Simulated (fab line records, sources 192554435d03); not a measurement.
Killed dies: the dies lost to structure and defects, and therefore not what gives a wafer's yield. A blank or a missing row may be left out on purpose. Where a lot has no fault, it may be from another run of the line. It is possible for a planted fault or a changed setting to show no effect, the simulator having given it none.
Matching of chambers | flow n5_finfet | N5_BEOL_M4_ETCH_63 on rie_diel-02: 4 sister chambers
The step etches SiARC in CF4, target depth 15.6 nm, time 26 s. 8 wafers are shown with their chamber, then 8 later ones without.

## WAFERS WITH THEIR CHAMBER
wafer  | chamber | drypump_motor_current_A (A) | throttle_valve_pct (%)
L076.2 | 3       | 5.2                         | 15.60
L084.1 | 3       | 5.2                         | 15.64
L084.5 | 1       | 5.9                         | 15.78
L086.1 | 2       | 6.7                         | 16.05
L086.5 | 1       | 5.8                         | 15.78
L089.1 | 2       | 6.6                         | 16.06
L089.5 | 0       | 6.2                         | 15.57
L090.2 | 0       | 6.1                         | 15.56

## WAFERS WITH NO CHAMBER GIVEN
wafer  | drypump_motor_current_A (A) | throttle_valve_pct (%)
L090.3 | 5.8                         | 15.79
L090.5 | 5.8                         | 15.79
L093.3 | 5.2                         | 15.67
L093.5 | 5.8                         | 15.81
L093.6 | 6.1                         | 15.58
L096.2 | 6.2                         | 15.60
L096.4 | 5.8                         | 15.83
L096.5 | 5.2                         | 15.70

## WHICH CHAMBER EACH WENT THROUGH
wafer  | from the rows above | in truth
L090.3 | 1                   | 1
L090.5 | 1                   | 1
L093.3 | 3                   | 3
L093.5 | 1                   | 1
L093.6 | 0                   | 0
L096.2 | 0                   | 0
L096.4 | 1                   | 1
L096.5 | 3                   | 3
Placed correctly: 8 of 8. Number that these rows cannot place: 0. Number placed wrongly: 0.
How it was worked out, from the rows above alone: a wafer's distance from a chamber is the root of the sum, over the readings, of the square of ((its reading less the chamber's mean) divided by the reading's scatter). If the next closest chamber is less than 2 further off than the closest, the wafer can't be placed; otherwise it belongs to the closest. Each chamber's mean is taken over the wafers shown for it. The scatter is the square root of a quotient: the sum, over the shown wafers, of each reading's squared deviation from its chamber's mean, divided by wafers minus chambers.
